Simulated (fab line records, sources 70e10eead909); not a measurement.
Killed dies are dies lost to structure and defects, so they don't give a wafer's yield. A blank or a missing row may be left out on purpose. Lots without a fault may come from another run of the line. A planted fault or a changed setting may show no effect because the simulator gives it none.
fab line records | flow nand_harc
record lots=24 wafers=72 last_day=24
route steps=1159 shown A_CONTACT@904 A_BLC@974
lots that met no fault: from a run of the same line without faults
start_h: hours from the record's first day to the start of the lot's first wafer shown | wait_h: hours since the lot's step before | " the same as in the row above | L1.1+2: a row that stands for several wafers | - no value, or no start given | * or withheld: withheld | < > ~ a bound
route shown NAME@n: a module of which the file shows steps, and the number in the route of the first | usual: mean/standard deviation of fault-free wafers | same: alike in all rows | chamber/n: place in a boat | sites: the reading at each site | _std_site: their standard deviation | _edge_site: outer sites' mean less inner sites' | radius_mm: how far each site lies from the wafer's centre | mask NAME#n: copy n | behind: the tool/chamber that last shaped the wafer | hold: why the lot was held/for how many hours/how that ended | device: the transistor (n, p or np) that didn't switch | end of line: the same wafers' tests at the end of the route | a step without rows: its recipe alone | killed: dies lost to structure and defects at the first sort, not the wafer's yield | map: a wafer's dies, x killed, . not, _ none there
set.NAME: the setting as run; set.NAME@STEP: as run at that earlier step | model.NAME: the simulator's own value behind a step, which no gauge read
steps of the route over a sample of lots; a table a step, a row a wafer
## steps
# step NHARC_A_CONTACT_ETCH_124
# recipe source_w=withheld pressure_mtorr=20 bias_v=withheld time_s=140 target_depth_a=7000 ar_flow_sccm=withheld c4f8_flow_sccm=withheld o2_flow_sccm=withheld chemistry=C4F8/O2/Ar
# columns lot.wafer tool chamber start_h wait_h rf_hours_counter_h
L074.1 har_cap_etch-01 0 362.63 - 56
L074.3 " 0 " " -
L074.5 " 0 " " -
L075.2 har_cap_etch-01 1 380.10 - 60
L075.1 " 0 " " 60
L075.3 " 1 " " -
L076.2 har_cap_etch-03 0 386.86 - 84
L076.3 " 1 " " -
L076.6 " 0 " " -
L077.2 har_cap_etch-02 1 388.50 - 13
L077.1 " 0 " " 13
L077.3 " 0 " " -
L078.1 har_cap_etch-01 0 393.66 - 63
L078.4 " 1 " " -
L078.6 " 1 " " -
L082.2 har_cap_etch-01 1 406.47 - 65
L082.6 " 1 " " -
L082.5 " 0 " " -
L079.3 har_cap_etch-02 0 414.04 - -
L079.4 " 1 " " -
L079.6 " 0 " " -
L080.1 har_cap_etch-02 0 418.65 - 18
L080.4 " 0 " " -
L080.5 " 0 " " -
L081.2 har_cap_etch-03 0 425.03 - 90
L081.1 " 1 " " 90
L081.4 " 0 " " -
L085.2 har_cap_etch-01 1 434.56 - 69
L085.3 " 1 " " -
L085.6 " 0 " " -
L084.4 har_cap_etch-02 0 437.27 - -
L084.3 " 1 " " -
L084.5 " 1 " " -
L087.1 har_cap_etch-01 1 441.56 - 70
L087.6 " 0 " " -
L087.5 " 1 " " -
L086.2 har_cap_etch-02 0 441.80 - 23
L086.3 " 1 " " -
L086.5 " 0 " " -
L083.4 har_cap_etch-02 1 444.91 - -
L083.6 " 1 " " -
L083.5 " 0 " " -
L089.1 har_cap_etch-02 0 456.93 - 27
L089.3 " 1 " " -
L089.4 " 0 " " -
L088.1 har_cap_etch-03 0 457.43 - 98
L088.2 " 1 " " 98
L088.4 " 0 " " -
L090.4 har_cap_etch-02 1 474.43 - -
L090.6 " 1 " " -
L090.5 " 0 " " -
L092.4 har_cap_etch-03 1 482.50 - -
L092.6 " 1 " " -
L092.5 " 0 " " -
L093.2 har_cap_etch-02 0 484.38 - 31
L093.1 " 1 " " 31
L093.3 " 1 " " -
L094.1 har_cap_etch-01 1 487.26 - 78
L094.2 " 0 " " 78
L094.3 " 0 " " -
L091.2 har_cap_etch-03 1 491.08 - 103
L091.4 " 1 " " -
L091.5 " 1 " " -
L096.1 har_cap_etch-01 1 514.44 - 81
L096.4 " 1 " " -
L096.6 " 0 " " -
L095.4 har_cap_etch-01 0 517.33 - -
L095.3 " 1 " " -
L095.6 " 0 " " -
L097.1 har_cap_etch-03 1 520.76 - 107
L097.4 " 1 " " -
L097.5 " 0 " " -
# step NHARC_A_CONTACT_ETCH_125
# recipe source_w=withheld pressure_mtorr=20 bias_v=1200 time_s=155 target_depth_a=9560 ar_flow_sccm=withheld c4f8_flow_sccm=withheld o2_flow_sccm=withheld chemistry=C4F8/O2/Ar
# columns lot.wafer tool chamber start_h wait_h rf_hours_counter_h
L074.1 har_cap_etch-01 0 362.82 0.2 56
L074.3 " 0 " " -
L074.5 " 0 " " -
L075.2 har_cap_etch-01 1 380.30 0.2 60
L075.1 " 0 " " 60
L075.3 " 1 " " -
L076.2 har_cap_etch-03 0 387.06 0.2 84
L076.3 " 1 " " -
L076.6 " 0 " " -
L077.2 har_cap_etch-02 1 388.77 0.2 13
L077.1 " 0 " " 13
L077.3 " 0 " " -
L078.1 har_cap_etch-01 0 393.86 0.2 63
L078.4 " 1 " " -
L078.6 " 1 " " -
L082.2 har_cap_etch-01 1 406.67 0.2 65
L082.6 " 1 " " -
L082.5 " 0 " " -
L079.3 har_cap_etch-02 0 414.22 0.1 -
L079.4 " 1 " " -
L079.6 " 0 " " -
L080.1 har_cap_etch-02 0 418.85 0.2 18
L080.4 " 0 " " -
L080.5 " 0 " " -
L081.2 har_cap_etch-03 0 425.23 0.2 90
L081.1 " 1 " " 90
L081.4 " 0 " " -
L085.2 har_cap_etch-01 1 434.76 0.2 69
L085.3 " 1 " " -
L085.6 " 0 " " -
L084.4 har_cap_etch-02 0 437.45 0.1 -
L084.3 " 1 " " -
L084.5 " 1 " " -
L087.1 har_cap_etch-01 1 441.75 0.2 70
L087.6 " 0 " " -
L087.5 " 1 " " -
L086.2 har_cap_etch-02 0 442.00 0.2 23
L086.3 " 1 " " -
L086.5 " 0 " " -
L083.4 har_cap_etch-02 1 445.09 0.1 -
L083.6 " 1 " " -
L083.5 " 0 " " -
L089.1 har_cap_etch-02 0 457.12 0.2 27
L089.3 " 1 " " -
L089.4 " 0 " " -
L088.1 har_cap_etch-03 0 457.63 0.2 98
L088.2 " 1 " " 98
L088.4 " 0 " " -
L090.4 har_cap_etch-02 1 474.61 0.1 -
L090.6 " 1 " " -
L090.5 " 0 " " -
L092.4 har_cap_etch-03 1 482.68 0.1 -
L092.6 " 1 " " -
L092.5 " 0 " " -
L093.2 har_cap_etch-02 0 484.58 0.2 31
L093.1 " 1 " " 31
L093.3 " 1 " " -
L094.1 har_cap_etch-01 1 487.46 0.2 78
L094.2 " 0 " " 78
L094.3 " 0 " " -
L091.2 har_cap_etch-03 1 491.28 0.2 103
L091.4 " 1 " " -
L091.5 " 1 " " -
L096.1 har_cap_etch-01 1 514.63 0.2 81
L096.4 " 1 " " -
L096.6 " 0 " " -
L095.4 har_cap_etch-01 0 517.51 0.1 -
L095.3 " 1 " " -
L095.6 " 0 " " -
L097.1 har_cap_etch-03 1 520.96 0.2 107
L097.4 " 1 " " -
L097.5 " 0 " " -
# step NHARC_A_CONTACT_ETCH_130
# recipe source_w=withheld pressure_mtorr=20 bias_v=1200 time_s=155 target_depth_a=9560 ar_flow_sccm=withheld c4f8_flow_sccm=withheld o2_flow_sccm=withheld chemistry=C4F8/O2/Ar
# columns lot.wafer tool chamber start_h wait_h rf_hours_counter_h
L074.1 har_cap_etch-01 0 363.53 0.1 57
L074.3 " 0 " " -
L074.5 " 0 " " -
L075.2 har_cap_etch-01 1 381.01 0.1 61
L075.1 " 0 " " 61
L075.3 " 1 " " -
L076.2 har_cap_etch-03 0 387.76 0.1 85
L076.3 " 1 " " -
L076.6 " 0 " " -
L077.2 har_cap_etch-02 1 389.71 0.2 14
L077.1 " 0 " " 14
L077.3 " 0 " " -
L078.1 har_cap_etch-01 0 394.56 0.1 64
L078.4 " 1 " " -
L078.6 " 1 " " -
L082.2 har_cap_etch-01 1 407.38 0.1 66
L082.6 " 1 " " -
L082.5 " 0 " " -
L079.3 har_cap_etch-02 0 414.93 0.1 -
L079.4 " 1 " " -
L079.6 " 0 " " -
L080.1 har_cap_etch-02 0 419.56 0.1 18
L080.4 " 0 " " -
L080.5 " 0 " " -
L081.2 har_cap_etch-03 0 425.94 0.1 91
L081.1 " 1 " " 91
L081.4 " 0 " " -
L085.2 har_cap_etch-01 1 435.46 0.1 70
L085.3 " 1 " " -
L085.6 " 0 " " -
L084.4 har_cap_etch-02 0 438.16 0.1 -
L084.3 " 1 " " -
L084.5 " 1 " " -
L087.1 har_cap_etch-01 1 442.46 0.1 71
L087.6 " 0 " " -
L087.5 " 1 " " -
L086.2 har_cap_etch-02 0 442.71 0.1 24
L086.3 " 1 " " -
L086.5 " 0 " " -
L083.4 har_cap_etch-02 1 445.80 0.1 -
L083.6 " 1 " " -
L083.5 " 0 " " -
L089.1 har_cap_etch-02 0 457.82 0.1 27
L089.3 " 1 " " -
L089.4 " 0 " " -
L088.1 har_cap_etch-03 0 458.33 0.1 98
L088.2 " 1 " " 98
L088.4 " 0 " " -
L090.4 har_cap_etch-02 1 475.33 0.1 -
L090.6 " 1 " " -
L090.5 " 0 " " -
L092.4 har_cap_etch-03 1 483.39 0.1 -
L092.6 " 1 " " -
L092.5 " 0 " " -
L093.2 har_cap_etch-02 0 485.29 0.1 32
L093.1 " 1 " " 32
L093.3 " 1 " " -
L094.1 har_cap_etch-01 1 488.17 0.1 78
L094.2 " 0 " " 78
L094.3 " 0 " " -
L091.2 har_cap_etch-03 1 491.99 0.1 103
L091.4 " 1 " " -
L091.5 " 1 " " -
L096.1 har_cap_etch-01 1 515.34 0.1 82
L096.4 " 1 " " -
L096.6 " 0 " " -
L095.4 har_cap_etch-01 0 518.22 0.1 -
L095.3 " 1 " " -
L095.6 " 0 " " -
L097.1 har_cap_etch-03 1 521.67 0.1 108
L097.4 " 1 " " -
L097.5 " 0 " " -
# step NHARC_A_CONTACT_ETCH_131
# recipe source_w=withheld pressure_mtorr=20 bias_v=1200 time_s=155 target_depth_a=9560 ar_flow_sccm=withheld c4f8_flow_sccm=withheld o2_flow_sccm=withheld chemistry=C4F8/O2/Ar
# columns lot.wafer tool chamber start_h wait_h rf_hours_counter_h
L074.1 har_cap_etch-01 0 363.67 0.1 57
L074.3 " 0 " " -
L074.5 " 0 " " -
L075.2 har_cap_etch-01 1 381.15 0.1 61
L075.1 " 0 " " 61
L075.3 " 1 " " -
L076.2 har_cap_etch-03 0 387.90 0.1 85
L076.3 " 1 " " -
L076.6 " 0 " " -
L077.2 har_cap_etch-02 1 389.90 0.2 14
L077.1 " 0 " " 14
L077.3 " 0 " " -
L078.1 har_cap_etch-01 0 394.70 0.1 64
L078.4 " 1 " " -
L078.6 " 1 " " -
L082.2 har_cap_etch-01 1 407.52 0.1 66
L082.6 " 1 " " -
L082.5 " 0 " " -
L079.3 har_cap_etch-02 0 415.08 0.1 -
L079.4 " 1 " " -
L079.6 " 0 " " -
L080.1 har_cap_etch-02 0 419.70 0.1 19
L080.4 " 0 " " -
L080.5 " 0 " " -
L081.2 har_cap_etch-03 0 426.08 0.1 91
L081.1 " 1 " " 91
L081.4 " 0 " " -
L085.2 har_cap_etch-01 1 435.60 0.1 70
L085.3 " 1 " " -
L085.6 " 0 " " -
L084.4 har_cap_etch-02 0 438.30 0.1 -
L084.3 " 1 " " -
L084.5 " 1 " " -
L087.1 har_cap_etch-01 1 442.60 0.1 71
L087.6 " 0 " " -
L087.5 " 1 " " -
L086.2 har_cap_etch-02 0 442.86 0.1 24
L086.3 " 1 " " -
L086.5 " 0 " " -
L083.4 har_cap_etch-02 1 445.94 0.1 -
L083.6 " 1 " " -
L083.5 " 0 " " -
L089.1 har_cap_etch-02 0 457.96 0.1 28
L089.3 " 1 " " -
L089.4 " 0 " " -
L088.1 har_cap_etch-03 0 458.47 0.1 98
L088.2 " 1 " " 98
L088.4 " 0 " " -
L090.4 har_cap_etch-02 1 475.47 0.1 -
L090.6 " 1 " " -
L090.5 " 0 " " -
L092.4 har_cap_etch-03 1 483.53 0.1 -
L092.6 " 1 " " -
L092.5 " 0 " " -
L093.2 har_cap_etch-02 0 485.43 0.1 32
L093.1 " 1 " " 32
L093.3 " 1 " " -
L094.1 har_cap_etch-01 1 488.31 0.1 78
L094.2 " 0 " " 78
L094.3 " 0 " " -
L091.2 har_cap_etch-03 1 492.13 0.1 104
L091.4 " 1 " " -
L091.5 " 1 " " -
L096.1 har_cap_etch-01 1 515.48 0.1 82
L096.4 " 1 " " -
L096.6 " 0 " " -
L095.4 har_cap_etch-01 0 518.36 0.1 -
L095.3 " 1 " " -
L095.6 " 0 " " -
L097.1 har_cap_etch-03 1 521.81 0.1 108
L097.4 " 1 " " -
L097.5 " 0 " " -
# step NHARC_A_CONTACT_CD_MEAS_80
# usual cd_nm=189.3/0.87
# columns lot.wafer tool chamber start_h wait_h cd_nm
L074.1 cd_sem-03 - 364.72 - 188.5
L074.3 " - " " 189.0
L074.5 " - " " 187.4
L075.1 cd_sem-02 - 382.31 - 189.7
L075.2 " - " " 189.7
L075.3 " - " " 189.8
L076.2 cd_sem-03 - 389.07 - 190.8
L076.3 " - " " 189.4
L076.6 " - " " 189.9
L077.1 cd_sem-03 - 391.16 - 188.5
L077.2 " - " " 189.5
L077.3 " - " " 188.2
L078.1 cd_sem-02 - 395.87 - 189.4
L078.4 " - " " 190.7
L078.6 " - " " 190.8
L082.2 cd_sem-02 - 408.59 - 190.0
L082.5 " - " " 188.9
L082.6 " - " " 189.0
L079.3 cd_sem-03 - 416.10 - 189.0
L079.4 " - " " 189.8
L079.6 " - " " 189.3
L080.1 cd_sem-03 - 420.78 - 190.8
L080.4 " - " " 189.2
L080.5 " - " " 190.3
L081.1 cd_sem-02 - 427.18 - 189.5
L081.2 " - " " 189.1
L081.4 " - " " 190.1
L085.2 cd_sem-01 - 436.67 - 190.7
L085.3 " - " " 190.0
L085.6 " - " " 190.7
L084.3 cd_sem-03 - 439.34 - 189.0
L084.4 " - " " 187.3
L084.5 " - " " 189.4
L087.1 cd_sem-01 - 443.64 - 189.2
L087.5 " - " " 189.3
L087.6 " - " " 187.9
L086.2 cd_sem-01 - 443.93 - 187.2
L086.3 " - " " 188.8
L086.5 " - " " 187.8
L083.4 cd_sem-01 - 446.97 - 187.2
L083.5 " - " " 188.0
L083.6 " - " " 186.8
L089.1 cd_sem-01 - 459.03 - 189.6
L089.3 " - " " 190.3
L089.4 " - " " 189.5
L088.1 cd_sem-03 - 459.55 - 189.4
L088.2 " - " " 189.3
L088.4 " - " " 190.0
L090.4 cd_sem-01 - 476.54 - 189.9
L090.5 " - " " 190.1
L090.6 " - " " 189.2
L092.4 cd_sem-03 - 484.56 - 188.8
L092.5 " - " " 188.4
L092.6 " - " " 189.5
L093.1 cd_sem-01 - 486.50 - 190.2
L093.2 " - " " 187.6
L093.3 " - " " 188.6
L094.1 cd_sem-01 - 489.38 - 189.3
L094.2 " - " " 189.0
L094.3 " - " " 188.7
L091.2 cd_sem-02 - 493.23 - 190.8
L091.4 " - " " 189.2
L091.5 " - " " 189.7
L096.1 cd_sem-03 - 516.67 - 189.3
L096.4 " - " " 188.7
L096.6 " - " " 188.5
L095.3 cd_sem-03 - 519.38 - 189.7
L095.4 " - " " 190.9
L095.6 " - " " 188.7
L097.1 cd_sem-02 - 523.03 - 189.6
L097.4 " - " " 189.6
L097.5 " - " " 189.5
# step NHARC_A_BLC_CD_MEAS_10
# recipe target_cd_nm=100 landing_energy_ev=500
# usual cd_nm=99.9/0.65
# columns lot.wafer tool chamber start_h wait_h cd_nm
L074.1 cd_sem-02 0 379.90 - 99.9
L074.3 " 0 " " 98.9
L074.5 " 0 " " 98.5
L075.1 cd_sem-03 0 395.43 - 99.9
L075.2 " 0 " " 100.4
L075.3 " 0 " " 101.5
L076.2 cd_sem-03 0 400.77 - 101.1
L076.3 " 0 " " 100.0
L076.6 " 0 " " 99.9
L077.1 cd_sem-02 0 402.49 - 100.3
L077.2 " 0 " " 99.3
L077.3 " 0 " " 99.7
L078.1 cd_sem-01 0 407.29 - 100.7
L078.4 " 0 " " 100.4
L078.6 " 0 " " 99.7
L082.2 cd_sem-01 0 424.12 - 99.6
L082.5 " 0 " " 99.0
L082.6 " 0 " " 100.7
L079.3 cd_sem-03 0 429.47 - 98.6
L079.4 " 0 " " 100.2
L079.6 " 0 " " 99.9
L080.1 cd_sem-03 0 431.42 - 100.3
L080.4 " 0 " " 100.3
L080.5 " 0 " " 100.2
L081.1 cd_sem-02 0 436.73 - 99.3
L081.2 " 0 " " 100.3
L081.4 " 0 " " 100.0
L085.2 cd_sem-02 0 447.90 - 101.0
L085.3 " 0 " " 99.0
L085.6 " 0 " " 99.1
L084.3 cd_sem-03 0 448.22 - 98.2
L084.4 " 0 " " 100.5
L084.5 " 0 " " 99.0
L087.1 cd_sem-03 0 452.35 - 100.1
L087.5 " 0 " " 99.1
L087.6 " 0 " " 100.1
L086.2 cd_sem-01 0 453.10 - 100.1
L086.3 " 0 " " 100.1
L086.5 " 0 " " 99.9
L083.4 cd_sem-03 0 456.01 - 100.3
L083.5 " 0 " " 100.1
L083.6 " 0 " " 99.6
L089.1 cd_sem-03 0 469.12 - 99.4
L089.3 " 0 " " 100.1
L089.4 " 0 " " 99.6
L088.1 cd_sem-02 0 469.84 - 99.5
L088.2 " 0 " " 100.8
L088.4 " 0 " " 99.4
L090.4 cd_sem-03 0 494.69 - 99.9
L090.5 " 0 " " 101.0
L090.6 " 0 " " 98.7
L092.4 cd_sem-02 0 496.43 - 98.5
L092.5 " 0 " " 100.4
L092.6 " 0 " " 98.4
L093.1 cd_sem-01 0 496.93 - 98.9
L093.2 " 0 " " 100.4
L093.3 " 0 " " 98.6
L094.1 cd_sem-03 0 498.44 - 99.5
L094.2 " 0 " " 101.3
L094.3 " 0 " " 99.8
L091.2 cd_sem-01 0 504.75 - 99.7
L091.4 " 0 " " 100.2
L091.5 " 0 " " 100.2
L096.1 cd_sem-03 0 526.00 - 99.2
L096.4 " 0 " " 100.2
L096.6 " 0 " " 99.2
L095.3 cd_sem-03 0 528.31 - 100.4
L095.4 " 0 " " 101.6
L095.6 " 0 " " 100.0
L097.1 cd_sem-03 0 537.75 - 100.2
L097.4 " 0 " " 100.2
L097.5 " 0 " " 100.4
## key
fault none
